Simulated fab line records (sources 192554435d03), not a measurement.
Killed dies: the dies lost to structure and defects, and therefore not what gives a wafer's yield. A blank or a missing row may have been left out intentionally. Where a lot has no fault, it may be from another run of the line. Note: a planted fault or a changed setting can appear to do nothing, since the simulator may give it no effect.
Struck lot and sound lot, side by side	flow n5_finfet	15 steps out of a route of 1938
Sound: the wafers L762.1, L762.3, L762.6. Wafers struck: L758.1, L758.2, L758.4. The cause is given at the end.
For every step that has rows: the tool of each side, followed by ch and its chambers, followed by its first start. Under that, the readings that differ: sound wafers	struck wafers	difference of the means	sigmas: that difference in standard deviations of wafers without a fault.
alike: readings with means less than 2 such deviations apart, plus words and numbers identical on both sides. not compared: withheld readings, readings lacking a value on some wafer, bounds such as >300 that could conceal the same value, and numbers that have no deviation in the record and whose values overlap.
The two part at a step that has a row with sigmas, a row that says differs or no value, or rows on one side only. Numbers that have no deviation but don't overlap get no sigmas and don't part them. Lack of a reading on every wafer of one side parts them only where that side has two or more wafers.

first, 1 step without rows for these wafers: N5_BEOL_M13_STRIP_70 (strips in C4F8/O2/Ar).
N5_BEOL_M13_OCD_MEAS_35:
  sound on ocd-01 at day 15 13:22; struck on ocd-01 at day 13 15:56
reading	sound	struck	difference	sigmas
trench_depth_nm (nm)	424 430 426	405 408 414	-18	-2
then, 1 step without rows for these wafers: N5_BEOL_M13_STRIP_37 (strips in N2/H2).
N5_BEOL_M13_ETCH_38: etches SiCN in CF4/N2, target depth 67.5 nm, time 71.9 s.
  sound on rie_diel-03 ch 1,3, day 15 16:14; struck on rie_diel-03 ch 1,2, day 13 16:03
  alike: drypump_motor_current_A, oes_product_au, rf_vpp_V, showerhead_plenum_p_Torr, throttle_valve_pct
  not compared: rf_hours_counter_h
then, 2 steps without rows for these wafers: N5_BEOL_M13_PRECLEAN_39 (cleans in residue remover, time 60 s); N5_BEOL_M13_SRD_40 (time 30 s, dry time 30 s).
N5_BEOL_M13_DEGAS_41: time 60 s.
  sound on pvd_sputter-01 at day 15 16:40; struck on pvd_sputter-03 at day 13 16:37
  alike: heater_power_w
N5_BEOL_M13_PRE_CLEAN_42: time 30 s.
  sound on pvd_sputter-01 at day 15 16:42; struck on pvd_sputter-03 at day 13 16:39
  alike: heater_power_w
N5_BEOL_M13_SPUTTER_43: material TaN, target thk 15 nm, time 24.19 s.
  sound on pvd_sputter-01 at day 15 16:44; struck on pvd_sputter-03 at day 13 16:41
  alike: throttle_valve_pct
N5_BEOL_M13_SPUTTER_44: material Ta, target thk 10 nm, time 16.13 s.
  sound on pvd_sputter-01 at day 15 16:49; struck on pvd_sputter-03 at day 13 16:46
  alike: throttle_valve_pct
then, 2 steps without rows for these wafers: N5_BEOL_M13_SPUTTER_45 (material Cu, target thk 80 nm, time 13.33 s); N5_BEOL_M13_ECD_47 (material Cu, target thk 936 nm).
N5_BEOL_M13_ANNEAL_48: time 90 s.
  sound on rtp_anneal-02 ch 0, day 15 17:11; struck on rtp_anneal-01, day 13 17:08
  no value came back on the struck wafers for anneal_temp_c (C), anneal_temp_c_max, wafer_temp_C_max; on the sound wafers anneal_temp_c (C) reads 225.16 225.10 225.13
then, 2 steps without rows for these wafers: N5_BEOL_M13_CMP_49 (polishes, stops on SiOC, t overpolish 17.1 s, target thk 420 nm); N5_PASSIVATION_PROBE_49.

== WHERE THEY PART ==
First at N5_BEOL_M13_OCD_MEAS_35; last, within this record, at N5_BEOL_M13_ANNEAL_48.

WHY: what had been put in by the simulator
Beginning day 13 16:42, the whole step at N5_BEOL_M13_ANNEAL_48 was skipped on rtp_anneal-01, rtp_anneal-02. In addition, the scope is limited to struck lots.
